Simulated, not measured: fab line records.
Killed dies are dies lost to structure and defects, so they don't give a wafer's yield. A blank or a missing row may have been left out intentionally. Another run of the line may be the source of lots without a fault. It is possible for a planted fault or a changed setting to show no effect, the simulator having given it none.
A single fault, viewed from 2 desks	flow nand-harc	each desk holds nothing but its own numbers, with what lay behind them at the end

THE DEFECT DESK
Per lot, the means of the sampled wafers with a number show what the inspections along the route counted. The brackets show how far a lot's mean lies from the usual mean; more than 4 standard deviations puts the lot out of limits, marked OUT.
Columns: A = raw-defect-count at NHARC_A_SGD_CUT_INSPECT_25, usual 402; B = raw-defect-count at NHARC_A_SIN_REMOVE_INSPECT_04, usual 411
lot	first seen here	A	B
L105	day 19 16:24	449	415
L104	day 19 16:27	435	454
L106	day 20 06:52	356	334
L107	day 20 16:27	455	456
L110	day 21 10:04	365	348
L115	day 24 02:02	280	677
L118	day 25 07:16	388	918 (+6.0) OUT
L124	day 27 13:07	379	385
L123	day 27 13:10	459	459
L126	day 28 15:49	370	401
L125	day 28 20:14	390	356
Finding of this desk: L118 out of limits; the first was L118 at day 26 01:08, on raw-defect-count at NHARC_A_SIN_REMOVE_INSPECT_04. Within limits: L105, L104, L106, L107, L110, L115, L124, L123, L126, L125.

THE TOOL OWNER'S DESK: har-etch-01
The tool's own readings at NHARC_A_SLIT_ETCH_17 (etches the open film in C4F8/O2/Ar, time 4254.5 s, target depth 20300 nm): means of the sampled wafers that have a number, for each lot that ran on this tool. The brackets show how far a lot's mean lies from the usual mean; more than 4 standard deviations puts the lot out of limits, marked OUT.
Columns: A = drypump-motor-current-A at NHARC_A_SLIT_ETCH_17, usual 5.7 A; B = showerhead-plenum-p-Torr at NHARC_A_SLIT_ETCH_17, usual 3.66 Torr; C = throttle-valve-pct at NHARC_A_SLIT_ETCH_17, usual 32.045 %
lot	first seen here	A	B	C
L105	day 19 22:31	5.3	3.64	32.054
L104	day 20 02:20	5.5	3.64	32.052
L107	day 21 01:52	5.5	3.63	32.045
L115	day 24 10:46	5.3	3.60	32.048
L118	day 25 15:20	5.0	3.58	32.035
L123	day 27 23:38	5.5	3.58	32.048
L126	day 28 22:11	5.5	3.57	32.047
This desk found nothing out of limits on any of the 7 lots.

TAKEN TOGETHER
The defect desk could have raised an alarm at day 26 01:08, on L118.
The desk of the tool owner found nothing out of limits.
Tool owner's desk: L118 on record, inside its limits.
On har-etch-01, each named lot ran NHARC_A_SLIT_ETCH_17.

WHAT HAD BEEN PUT IN BY THE SIMULATOR
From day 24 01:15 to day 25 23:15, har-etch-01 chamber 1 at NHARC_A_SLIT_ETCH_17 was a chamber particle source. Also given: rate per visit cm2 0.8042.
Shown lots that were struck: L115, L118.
Hours from the fault's start to each desk's first reading out of limits: the defect desk, 48.
